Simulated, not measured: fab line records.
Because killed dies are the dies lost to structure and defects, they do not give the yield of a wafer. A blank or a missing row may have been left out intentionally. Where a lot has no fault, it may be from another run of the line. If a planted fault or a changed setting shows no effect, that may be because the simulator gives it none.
Which tool was responsible? / flow n5-finfet / 72 wafers from 24 lots sampled at 4 of the route's 1938 steps

## WHAT THE GAUGES READ, wafer by wafer
N5_BEOL_M14_CD_MEAS_10: the cd target is 250 nm. Usual: cd-nm at 250.3 nm, with a standard deviation of 1.1.
lot=L074; measured=day 12 21:04; on=cd-sem-01; cd-nm (nm)=250.3 249.1 249.0; flag=
lot=L075; measured=day 13 23:02; on=cd-sem-02; cd-nm (nm)=250.8 249.8 249.8; flag=
lot=L077; measured=day 13 23:22; on=cd-sem-03; cd-nm (nm)=249.8 249.6 249.0; flag=
lot=L076; measured=day 14 03:36; on=cd-sem-01; cd-nm (nm)=249.6 250.9 249.1; flag=
lot=L078; measured=day 14 06:38; on=cd-sem-03; cd-nm (nm)=249.0 249.9 249.7; flag=
lot=L079; measured=day 14 06:41; on=cd-sem-01; cd-nm (nm)=249.8 250.3 251.0; flag=
lot=L081; measured=day 14 16:35; on=cd-sem-01; cd-nm (nm)=249.1 250.6 250.4; flag=
lot=L082; measured=day 14 22:04; on=cd-sem-03; cd-nm (nm)=251.8 252.6 251.8; flag=
lot=L080; measured=day 15 02:22; on=cd-sem-01; cd-nm (nm)=251.5 251.6 252.0; flag=
lot=L084; measured=day 15 03:02; on=cd-sem-02; cd-nm (nm)=250.0 250.0 250.5; flag=
lot=L083; measured=day 15 05:40; on=cd-sem-03; cd-nm (nm)=249.4 250.7 249.6; flag=
lot=L085; measured=day 15 23:44; on=cd-sem-01; cd-nm (nm)=251.4 250.9 252.4; flag=
lot=L086; measured=day 16 04:54; on=cd-sem-01; cd-nm (nm)=250.9 250.5 250.5; flag=
lot=L088; measured=day 16 10:32; on=cd-sem-02; cd-nm (nm)=248.0 248.5 250.5; flag=
lot=L087; measured=day 16 11:19; on=cd-sem-03; cd-nm (nm)=250.2 250.0 249.8; flag=
lot=L089; measured=day 17 03:34; on=cd-sem-02; cd-nm (nm)=251.1 250.5 247.5; flag=
lot=L090; measured=day 18 01:47; on=cd-sem-03; cd-nm (nm)=251.0 249.2 249.7; flag=
lot=L093; measured=day 17 20:45; on=cd-sem-03; cd-nm (nm)=251.8 251.8 252.3; flag=
lot=L092; measured=day 17 20:55; on=cd-sem-03; cd-nm (nm)=249.8 252.3 250.0; flag=
lot=L091; measured=day 18 02:31; on=cd-sem-03; cd-nm (nm)=248.8 249.4 248.3; flag=
lot=L096; measured=day 18 22:34; on=cd-sem-03; cd-nm (nm)=249.1 248.1 248.7; flag=
lot=L095; measured=day 19 03:08; on=cd-sem-01; cd-nm (nm)=249.8 249.4 250.5; flag=
lot=L097; measured=day 19 13:12; on=cd-sem-02; cd-nm (nm)=251.7 251.4 251.2; flag=
lot=L094; measured=day 19 22:13; on=cd-sem-03; cd-nm (nm)=250.9 251.7 250.2; flag=

## WHAT TOOL EACH LOT RAN ON (gives the tool, then ch and the chambers of the sampled wafers, and finally the start)
lot=L074; N5_BEOL_M13_DESCUM_33=rie-diel-05 ch 0,2,3, day 12 16:05; N5_BEOL_M13_TRENCH_ETCH_34=rie-diel-05 ch 0,2,3, day 12 16:29; N5_BEOL_M13_PRE_CLEAN_42=pvd-sputter-01, day 12 18:58
lot=L075; N5_BEOL_M13_DESCUM_33=rie-diel-03 ch 0,1,3, day 13 18:33; N5_BEOL_M13_TRENCH_ETCH_34=rie-diel-03 ch 0,1,3, day 13 18:57; N5_BEOL_M13_PRE_CLEAN_42=pvd-sputter-03, day 13 21:16
lot=L077; N5_BEOL_M13_DESCUM_33=rie-diel-05 ch 0,3, day 13 18:49; N5_BEOL_M13_TRENCH_ETCH_34=rie-diel-05 ch 0,3, day 13 19:13; N5_BEOL_M13_PRE_CLEAN_42=pvd-sputter-02, day 13 21:17
lot=L076; N5_BEOL_M13_DESCUM_33=rie-diel-05 ch 1,2,3, day 14 00:44; N5_BEOL_M13_TRENCH_ETCH_34=rie-diel-05 ch 1,2,3, day 14 01:08; N5_BEOL_M13_PRE_CLEAN_42=pvd-sputter-02, day 14 01:41
lot=L078; N5_BEOL_M13_DESCUM_33=rie-diel-05 ch 0,2,3, day 14 01:22; N5_BEOL_M13_TRENCH_ETCH_34=rie-diel-05 ch 0,2,3, day 14 01:46; N5_BEOL_M13_PRE_CLEAN_42=pvd-sputter-03, day 14 04:44
lot=L079; N5_BEOL_M13_DESCUM_33=rie-diel-02 ch 1,2, day 14 01:42; N5_BEOL_M13_TRENCH_ETCH_34=rie-diel-02 ch 1,2, day 14 02:06; N5_BEOL_M13_PRE_CLEAN_42=pvd-sputter-01, day 14 04:50
lot=L081; N5_BEOL_M13_DESCUM_33=rie-diel-03 ch 2,3, day 14 08:56; N5_BEOL_M13_TRENCH_ETCH_34=rie-diel-03 ch 2,3, day 14 09:20; N5_BEOL_M13_PRE_CLEAN_42=pvd-sputter-02, day 14 14:44
lot=L082; N5_BEOL_M13_DESCUM_33=rie-diel-02 ch 0,2,3, day 14 19:02; N5_BEOL_M13_TRENCH_ETCH_34=rie-diel-02 ch 0,2,3, day 14 19:26; N5_BEOL_M13_PRE_CLEAN_42=pvd-sputter-03, day 14 20:10
lot=L080; N5_BEOL_M13_DESCUM_33=rie-diel-02 ch 0,1,2, day 14 19:34; N5_BEOL_M13_TRENCH_ETCH_34=rie-diel-02 ch 0,1,2, day 14 19:59; N5_BEOL_M13_PRE_CLEAN_42=pvd-sputter-02, day 15 00:26
lot=L084; N5_BEOL_M13_DESCUM_33=rie-diel-05 ch 1,3, day 15 00:02; N5_BEOL_M13_TRENCH_ETCH_34=rie-diel-05 ch 1,3, day 15 00:26; N5_BEOL_M13_PRE_CLEAN_42=pvd-sputter-02, day 15 01:14
lot=L083; N5_BEOL_M13_DESCUM_33=rie-diel-02 ch 0,1, day 15 02:30; N5_BEOL_M13_TRENCH_ETCH_34=rie-diel-02 ch 0,1, day 15 02:54; N5_BEOL_M13_PRE_CLEAN_42=pvd-sputter-03, day 15 03:47
lot=L085; N5_BEOL_M13_DESCUM_33=rie-diel-05 ch 0,1,3, day 15 19:34; N5_BEOL_M13_TRENCH_ETCH_34=rie-diel-05 ch 0,1,3, day 15 19:58; N5_BEOL_M13_PRE_CLEAN_42=pvd-sputter-01, day 15 21:53
lot=L086; N5_BEOL_M13_DESCUM_33=rie-diel-03 ch 1,3, day 16 01:16; N5_BEOL_M13_TRENCH_ETCH_34=rie-diel-03 ch 1,3, day 16 01:40; N5_BEOL_M13_PRE_CLEAN_42=pvd-sputter-03, day 16 02:52
lot=L088; N5_BEOL_M13_DESCUM_33=rie-diel-02 ch 0,2,3, day 16 04:03; N5_BEOL_M13_TRENCH_ETCH_34=rie-diel-02 ch 0,2,3, day 16 04:27; N5_BEOL_M13_PRE_CLEAN_42=pvd-sputter-02, day 16 08:35
lot=L087; N5_BEOL_M13_DESCUM_33=rie-diel-05 ch 0,1, day 16 06:52; N5_BEOL_M13_TRENCH_ETCH_34=rie-diel-05 ch 0,1, day 16 07:16; N5_BEOL_M13_PRE_CLEAN_42=pvd-sputter-03, day 16 09:33
lot=L089; N5_BEOL_M13_DESCUM_33=rie-diel-05 ch 0,1, day 16 22:48; N5_BEOL_M13_TRENCH_ETCH_34=rie-diel-05 ch 0,1, day 16 23:12; N5_BEOL_M13_PRE_CLEAN_42=pvd-sputter-02, day 17 01:35
lot=L090; N5_BEOL_M13_DESCUM_33=rie-diel-05 ch 0,1,3, day 17 15:28; N5_BEOL_M13_TRENCH_ETCH_34=rie-diel-05 ch 0,1,3, day 17 15:52; N5_BEOL_M13_PRE_CLEAN_42=pvd-sputter-02, day 17 21:20
lot=L093; N5_BEOL_M13_DESCUM_33=rie-diel-03 ch 0,1,2, day 17 15:43; N5_BEOL_M13_TRENCH_ETCH_34=rie-diel-03 ch 0,1,2, day 17 16:07; N5_BEOL_M13_PRE_CLEAN_42=pvd-sputter-01, day 17 18:50
lot=L092; N5_BEOL_M13_DESCUM_33=rie-diel-02 ch 0,3, day 17 16:06; N5_BEOL_M13_TRENCH_ETCH_34=rie-diel-02 ch 0,3, day 17 16:30; N5_BEOL_M13_PRE_CLEAN_42=pvd-sputter-02, day 17 18:56
lot=L091; N5_BEOL_M13_DESCUM_33=rie-diel-02 ch 1,2,3, day 17 21:20; N5_BEOL_M13_TRENCH_ETCH_34=rie-diel-02 ch 1,2,3, day 17 21:45; N5_BEOL_M13_PRE_CLEAN_42=pvd-sputter-01, day 17 22:36
lot=L096; N5_BEOL_M13_DESCUM_33=rie-diel-05 ch 0,1,2, day 18 18:29; N5_BEOL_M13_TRENCH_ETCH_34=rie-diel-05 ch 0,1,2, day 18 18:53; N5_BEOL_M13_PRE_CLEAN_42=pvd-sputter-02, day 18 20:45
lot=L095; N5_BEOL_M13_DESCUM_33=rie-diel-03 ch 0,1,3, day 18 22:33; N5_BEOL_M13_TRENCH_ETCH_34=rie-diel-03 ch 0,1,3, day 18 22:58; N5_BEOL_M13_PRE_CLEAN_42=pvd-sputter-03, day 19 01:22
lot=L097; N5_BEOL_M13_DESCUM_33=rie-diel-03 ch 0,1,3, day 19 08:13; N5_BEOL_M13_TRENCH_ETCH_34=rie-diel-03 ch 0,1,3, day 19 08:37; N5_BEOL_M13_PRE_CLEAN_42=pvd-sputter-01, day 19 11:07
lot=L094; N5_BEOL_M13_DESCUM_33=rie-diel-02 ch 0,1, day 19 14:49; N5_BEOL_M13_TRENCH_ETCH_34=rie-diel-02 ch 0,1, day 19 15:13; N5_BEOL_M13_PRE_CLEAN_42=pvd-sputter-02, day 19 20:14
- N5_BEOL_M13_DESCUM_33: chemistry O2, time 7.9 s.
- N5_BEOL_M13_TRENCH_ETCH_34: etches SiOC in C4F8/O2/Ar, target depth 413.47 nm, time 162.6 s.
- N5_BEOL_M13_PRE_CLEAN_42: time 30 s.

## AS READ BY THE TOOLS THEMSELVES (means over the sampled wafers that have a number; for cases with no such wafer, the mark the record gives instead)
N5_BEOL_M13_DESCUM_33. Usual: value, then standard deviation, for each; drypump-motor-current-A 5.8 A / 0.43; o2-flow-sccm 224.9 sccm / 0.53; oes-product-au 0.79 a.u. / 0.088; rf-vpp-V 242.9 V / 1.4; showerhead-plenum-p-Torr 2.08 Torr / 0.066; temp-c 40.02 C / 0.13; throttle-valve-pct 20.50 % / 0.2.
lot=L074; tool=rie-diel-05; drypump-motor-current-A (A)=6.1; o2-flow-sccm (sccm)=225.1; oes-product-au (a.u.)=0.78; rf-vpp-V (V)=243.0; showerhead-plenum-p-Torr (Torr)=2.06; temp-c (C)=39.93; throttle-valve-pct (%)=20.49; flag=
lot=L075; tool=rie-diel-03; drypump-motor-current-A (A)=5.7; o2-flow-sccm (sccm)=224.8; oes-product-au (a.u.)=0.72; rf-vpp-V (V)=243.5; showerhead-plenum-p-Torr (Torr)=2.14; temp-c (C)=39.90; throttle-valve-pct (%)=20.62; flag=
lot=L077; tool=rie-diel-05; drypump-motor-current-A (A)=6.2; o2-flow-sccm (sccm)=224.6; oes-product-au (a.u.)=0.72; rf-vpp-V (V)=242.5; showerhead-plenum-p-Torr (Torr)=2.07; temp-c (C)=40.03; throttle-valve-pct (%)=20.60; flag=
lot=L076; tool=rie-diel-05; drypump-motor-current-A (A)=6.0; o2-flow-sccm (sccm)=225.4; oes-product-au (a.u.)=0.83; rf-vpp-V (V)=242.9; showerhead-plenum-p-Torr (Torr)=2.08; temp-c (C)=40.05; throttle-valve-pct (%)=20.46; flag=
lot=L078; tool=rie-diel-05; drypump-motor-current-A (A)=6.1; o2-flow-sccm (sccm)=224.9; oes-product-au (a.u.)=0.77; rf-vpp-V (V)=242.7; showerhead-plenum-p-Torr (Torr)=2.06; temp-c (C)=40.09; throttle-valve-pct (%)=20.50; flag=
lot=L079; tool=rie-diel-02; drypump-motor-current-A (A)=5.9; o2-flow-sccm (sccm)=224.8; oes-product-au (a.u.)=0.79; rf-vpp-V (V)=241.8; showerhead-plenum-p-Torr (Torr)=2.02; temp-c (C)=39.92; throttle-valve-pct (%)=20.58; flag=
lot=L081; tool=rie-diel-03; drypump-motor-current-A (A)=5.6; o2-flow-sccm (sccm)=225.2; oes-product-au (a.u.)=0.67; rf-vpp-V (V)=242.8; showerhead-plenum-p-Torr (Torr)=2.04; temp-c (C)=40.17; throttle-valve-pct (%)=20.61; flag=
lot=L082; tool=rie-diel-02; drypump-motor-current-A (A)=5.6; o2-flow-sccm (sccm)=225.0; oes-product-au (a.u.)=0.80; rf-vpp-V (V)=242.2; showerhead-plenum-p-Torr (Torr)=2.05; temp-c (C)=40.05; throttle-valve-pct (%)=20.47; flag=
lot=L080; tool=rie-diel-02; drypump-motor-current-A (A)=5.5; o2-flow-sccm (sccm)=224.9; oes-product-au (a.u.)=0.80; rf-vpp-V (V)=242.1; showerhead-plenum-p-Torr (Torr)=2.05; temp-c (C)=39.94; throttle-valve-pct (%)=20.58; flag=
lot=L084; tool=rie-diel-05; drypump-motor-current-A (A)=6.0; o2-flow-sccm (sccm)=224.7; oes-product-au (a.u.)=0.77; rf-vpp-V (V)=243.6; showerhead-plenum-p-Torr (Torr)=2.09; temp-c (C)=39.97; throttle-valve-pct (%)=20.59; flag=
lot=L083; tool=rie-diel-02; drypump-motor-current-A (A)=5.1; o2-flow-sccm (sccm)=225.2; oes-product-au (a.u.)=0.83; rf-vpp-V (V)=243.5; showerhead-plenum-p-Torr (Torr)=2.09; temp-c (C)=39.89; throttle-valve-pct (%)=20.57; flag=
lot=L085; tool=rie-diel-05; drypump-motor-current-A (A)=5.8; o2-flow-sccm (sccm)=224.9; oes-product-au (a.u.)=0.84; rf-vpp-V (V)=242.9; showerhead-plenum-p-Torr (Torr)=2.08; temp-c (C)=40.00; throttle-valve-pct (%)=20.35; flag=
lot=L086; tool=rie-diel-03; drypump-motor-current-A (A)=5.7; o2-flow-sccm (sccm)=224.8; oes-product-au (a.u.)=0.69; rf-vpp-V (V)=242.9; showerhead-plenum-p-Torr (Torr)=2.09; temp-c (C)=39.88; throttle-valve-pct (%)=20.74; flag=
lot=L088; tool=rie-diel-02; drypump-motor-current-A (A)=5.6; o2-flow-sccm (sccm)=225.1; oes-product-au (a.u.)=0.79; rf-vpp-V (V)=242.7; showerhead-plenum-p-Torr (Torr)=2.05; temp-c (C)=40.00; throttle-valve-pct (%)=20.49; flag=
lot=L087; tool=rie-diel-05; drypump-motor-current-A (A)=5.6; o2-flow-sccm (sccm)=224.7; oes-product-au (a.u.)=0.92; rf-vpp-V (V)=243.7; showerhead-plenum-p-Torr (Torr)=2.08; temp-c (C)=39.99; throttle-valve-pct (%)=20.11; flag=
lot=L089; tool=rie-diel-05; drypump-motor-current-A (A)=5.5; o2-flow-sccm (sccm)=225.1; oes-product-au (a.u.)=0.86; rf-vpp-V (V)=243.4; showerhead-plenum-p-Torr (Torr)=2.09; temp-c (C)=39.97; throttle-valve-pct (%)=20.21; flag=
lot=L090; tool=rie-diel-05; drypump-motor-current-A (A)=5.9; o2-flow-sccm (sccm)=225.3; oes-product-au (a.u.)=0.81; rf-vpp-V (V)=243.7; showerhead-plenum-p-Torr (Torr)=2.08; temp-c (C)=40.06; throttle-valve-pct (%)=20.37; flag=
lot=L093; tool=rie-diel-03; drypump-motor-current-A (A)=5.8; o2-flow-sccm (sccm)=224.6; oes-product-au (a.u.)=0.80; rf-vpp-V (V)=244.2; showerhead-plenum-p-Torr (Torr)=2.16; temp-c (C)=40.18; throttle-valve-pct (%)=20.49; flag=
lot=L092; tool=rie-diel-02; drypump-motor-current-A (A)=5.5; o2-flow-sccm (sccm)=225.0; oes-product-au (a.u.)=0.74; rf-vpp-V (V)=242.0; showerhead-plenum-p-Torr (Torr)=2.03; temp-c (C)=40.11; throttle-valve-pct (%)=20.49; flag=
lot=L091; tool=rie-diel-02; drypump-motor-current-A (A)=5.9; o2-flow-sccm (sccm)=224.2; oes-product-au (a.u.)=0.72; rf-vpp-V (V)=241.5; showerhead-plenum-p-Torr (Torr)=2.00; temp-c (C)=40.08; throttle-valve-pct (%)=20.61; flag=
lot=L096; tool=rie-diel-05; drypump-motor-current-A (A)=5.8; o2-flow-sccm (sccm)=225.0; oes-product-au (a.u.)=0.84; rf-vpp-V (V)=241.6; showerhead-plenum-p-Torr (Torr)=2.06; temp-c (C)=39.94; throttle-valve-pct (%)=20.28; flag=
lot=L095; tool=rie-diel-03; drypump-motor-current-A (A)=5.7; o2-flow-sccm (sccm)=224.5; oes-product-au (a.u.)=0.71; rf-vpp-V (V)=243.5; showerhead-plenum-p-Torr (Torr)=2.12; temp-c (C)=40.12; throttle-valve-pct (%)=20.65; flag=
lot=L097; tool=rie-diel-03; drypump-motor-current-A (A)=5.7; o2-flow-sccm (sccm)=225.0; oes-product-au (a.u.)=0.70; rf-vpp-V (V)=244.2; showerhead-plenum-p-Torr (Torr)=2.12; temp-c (C)=40.12; throttle-valve-pct (%)=20.67; flag=
lot=L094; tool=rie-diel-02; drypump-motor-current-A (A)=5.3; o2-flow-sccm (sccm)=224.4; oes-product-au (a.u.)=0.75; rf-vpp-V (V)=241.4; showerhead-plenum-p-Torr (Torr)=2.03; temp-c (C)=40.11; throttle-valve-pct (%)=20.70; flag=

N5_BEOL_M13_TRENCH_ETCH_34. Usual: drypump-motor-current-A 5.8 A, standard deviation 0.43; oes-product-au 0.78 a.u., standard deviation 0.09; rf-vpp-V 664.7 V, standard deviation 3; showerhead-plenum-p-Torr 3.39 Torr, standard deviation 0.1; throttle-valve-pct 24.27 %, standard deviation 0.22.
lot=L074; tool=rie-diel-05; drypump-motor-current-A (A)=6.2; oes-product-au (a.u.)=0.77; rf-vpp-V (V)=664.4; showerhead-plenum-p-Torr (Torr)=3.38; throttle-valve-pct (%)=24.25; flag=
lot=L075; tool=rie-diel-03; drypump-motor-current-A (A)=5.7; oes-product-au (a.u.)=0.72; rf-vpp-V (V)=667.5; showerhead-plenum-p-Torr (Torr)=3.49; throttle-valve-pct (%)=24.45; flag=
lot=L077; tool=rie-diel-05; drypump-motor-current-A (A)=6.2; oes-product-au (a.u.)=0.71; rf-vpp-V (V)=664.4; showerhead-plenum-p-Torr (Torr)=3.39; throttle-valve-pct (%)=24.38; flag=
lot=L076; tool=rie-diel-05; drypump-motor-current-A (A)=6.0; oes-product-au (a.u.)=0.83; rf-vpp-V (V)=665.2; showerhead-plenum-p-Torr (Torr)=3.40; throttle-valve-pct (%)=24.25; flag=
lot=L078; tool=rie-diel-05; drypump-motor-current-A (A)=6.1; oes-product-au (a.u.)=0.77; rf-vpp-V (V)=663.4; showerhead-plenum-p-Torr (Torr)=3.37; throttle-valve-pct (%)=24.27; flag=
lot=L079; tool=rie-diel-02; drypump-motor-current-A (A)=5.9; oes-product-au (a.u.)=0.79; rf-vpp-V (V)=661.7; showerhead-plenum-p-Torr (Torr)=3.30; throttle-valve-pct (%)=24.33; flag=
lot=L081; tool=rie-diel-03; drypump-motor-current-A (A)=5.6; oes-product-au (a.u.)=0.68; rf-vpp-V (V)=663.4; showerhead-plenum-p-Torr (Torr)=3.35; throttle-valve-pct (%)=24.40; flag=
lot=L082; tool=rie-diel-02; drypump-motor-current-A (A)=5.6; oes-product-au (a.u.)=0.81; rf-vpp-V (V)=662.5; showerhead-plenum-p-Torr (Torr)=3.34; throttle-valve-pct (%)=24.19; flag=
lot=L080; tool=rie-diel-02; drypump-motor-current-A (A)=5.5; oes-product-au (a.u.)=0.81; rf-vpp-V (V)=663.7; showerhead-plenum-p-Torr (Torr)=3.34; throttle-valve-pct (%)=24.30; flag=
lot=L084; tool=rie-diel-05; drypump-motor-current-A (A)=6.1; oes-product-au (a.u.)=0.76; rf-vpp-V (V)=664.7; showerhead-plenum-p-Torr (Torr)=3.41; throttle-valve-pct (%)=24.38; flag=
lot=L083; tool=rie-diel-02; drypump-motor-current-A (A)=5.1; oes-product-au (a.u.)=0.84; rf-vpp-V (V)=665.7; showerhead-plenum-p-Torr (Torr)=3.39; throttle-valve-pct (%)=24.25; flag=
lot=L085; tool=rie-diel-05; drypump-motor-current-A (A)=5.9; oes-product-au (a.u.)=0.84; rf-vpp-V (V)=665.2; showerhead-plenum-p-Torr (Torr)=3.40; throttle-valve-pct (%)=24.13; flag=
lot=L086; tool=rie-diel-03; drypump-motor-current-A (A)=5.7; oes-product-au (a.u.)=0.69; rf-vpp-V (V)=665.9; showerhead-plenum-p-Torr (Torr)=3.44; throttle-valve-pct (%)=24.58; flag=
lot=L088; tool=rie-diel-02; drypump-motor-current-A (A)=5.6; oes-product-au (a.u.)=0.79; rf-vpp-V (V)=663.1; showerhead-plenum-p-Torr (Torr)=3.34; throttle-valve-pct (%)=24.22; flag=
lot=L087; tool=rie-diel-05; drypump-motor-current-A (A)=5.7; oes-product-au (a.u.)=0.92; rf-vpp-V (V)=664.5; showerhead-plenum-p-Torr (Torr)=3.39; throttle-valve-pct (%)=23.86; flag=
lot=L089; tool=rie-diel-05; drypump-motor-current-A (A)=5.5; oes-product-au (a.u.)=0.87; rf-vpp-V (V)=665.7; showerhead-plenum-p-Torr (Torr)=3.42; throttle-valve-pct (%)=23.96; flag=
lot=L090; tool=rie-diel-05; drypump-motor-current-A (A)=5.9; oes-product-au (a.u.)=0.82; rf-vpp-V (V)=665.2; showerhead-plenum-p-Torr (Torr)=3.40; throttle-valve-pct (%)=24.14; flag=
lot=L093; tool=rie-diel-03; drypump-motor-current-A (A)=5.8; oes-product-au (a.u.)=0.80; rf-vpp-V (V)=667.5; showerhead-plenum-p-Torr (Torr)=3.53; throttle-valve-pct (%)=24.34; flag=
lot=L092; tool=rie-diel-02; drypump-motor-current-A (A)=5.5; oes-product-au (a.u.)=0.74; rf-vpp-V (V)=662.9; showerhead-plenum-p-Torr (Torr)=3.31; throttle-valve-pct (%)=24.17; flag=
lot=L091; tool=rie-diel-02; drypump-motor-current-A (A)=5.9; oes-product-au (a.u.)=0.72; rf-vpp-V (V)=661.3; showerhead-plenum-p-Torr (Torr)=3.26; throttle-valve-pct (%)=24.33; flag=
lot=L096; tool=rie-diel-05; drypump-motor-current-A (A)=5.8; oes-product-au (a.u.)=0.85; rf-vpp-V (V)=664.7; showerhead-plenum-p-Torr (Torr)=3.37; throttle-valve-pct (%)=24.04; flag=
lot=L095; tool=rie-diel-03; drypump-motor-current-A (A)=5.7; oes-product-au (a.u.)=0.70; rf-vpp-V (V)=666.8; showerhead-plenum-p-Torr (Torr)=3.48; throttle-valve-pct (%)=24.48; flag=
lot=L097; tool=rie-diel-03; drypump-motor-current-A (A)=5.7; oes-product-au (a.u.)=0.69; rf-vpp-V (V)=667.5; showerhead-plenum-p-Torr (Torr)=3.47; throttle-valve-pct (%)=24.49; flag=
lot=L094; tool=rie-diel-02; drypump-motor-current-A (A)=5.3; oes-product-au (a.u.)=0.74; rf-vpp-V (V)=662.4; showerhead-plenum-p-Torr (Torr)=3.31; throttle-valve-pct (%)=24.39; flag=

N5_BEOL_M13_PRE_CLEAN_42. Usual: heater-power-w at 345 W, with a standard deviation of 34.
lot=L074; tool=pvd-sputter-01; heater-power-w (W)=351; flag=
lot=L075; tool=pvd-sputter-03; heater-power-w (W)=305; flag=
lot=L077; tool=pvd-sputter-02; heater-power-w (W)=372; flag=
lot=L076; tool=pvd-sputter-02; heater-power-w (W)=354; flag=
lot=L078; tool=pvd-sputter-03; heater-power-w (W)=305; flag=
lot=L079; tool=pvd-sputter-01; heater-power-w (W)=351; flag=
lot=L081; tool=pvd-sputter-02; heater-power-w (W)=363; flag=
lot=L082; tool=pvd-sputter-03; heater-power-w (W)=304; flag=
lot=L080; tool=pvd-sputter-02; heater-power-w (W)=352; flag=
lot=L084; tool=pvd-sputter-02; heater-power-w (W)=372; flag=
lot=L083; tool=pvd-sputter-03; heater-power-w (W)=302; flag=
lot=L085; tool=pvd-sputter-01; heater-power-w (W)=354; flag=
lot=L086; tool=pvd-sputter-03; heater-power-w (W)=318; flag=
lot=L088; tool=pvd-sputter-02; heater-power-w (W)=362; flag=
lot=L087; tool=pvd-sputter-03; heater-power-w (W)=296; flag=
lot=L089; tool=pvd-sputter-02; heater-power-w (W)=358; flag=
lot=L090; tool=pvd-sputter-02; heater-power-w (W)=336; flag=
lot=L093; tool=pvd-sputter-01; heater-power-w (W)=366; flag=
lot=L092; tool=pvd-sputter-02; heater-power-w (W)=373; flag=
lot=L091; tool=pvd-sputter-01; heater-power-w (W)=372; flag=
lot=L096; tool=pvd-sputter-02; heater-power-w (W)=363; flag=
lot=L095; tool=pvd-sputter-03; heater-power-w (W)=308; flag=
lot=L097; tool=pvd-sputter-01; heater-power-w (W)=352; flag=
lot=L094; tool=pvd-sputter-02; heater-power-w (W)=353; flag=

## THE ANSWER, worked out from the rows above alone
Rule: take the mean of a lot's wafers that have a number; if it is more than 3 standard deviations from the usual mean, the lot is off. A lot without any number at a reading at which 4 lots or more have one is off too. The other lots that the step has rows for count as sound. Order of review: gauges by route order, followed by the tools' own readings, for which a lot's mean as printed above is used. At the first step where some lot is off, the reading lying furthest off is the one used; lots without a number count as furthest.
Nothing can be told from this: no lot is off at any reading shown.

## WHAT WAS PUT IN BY THE SIMULATOR
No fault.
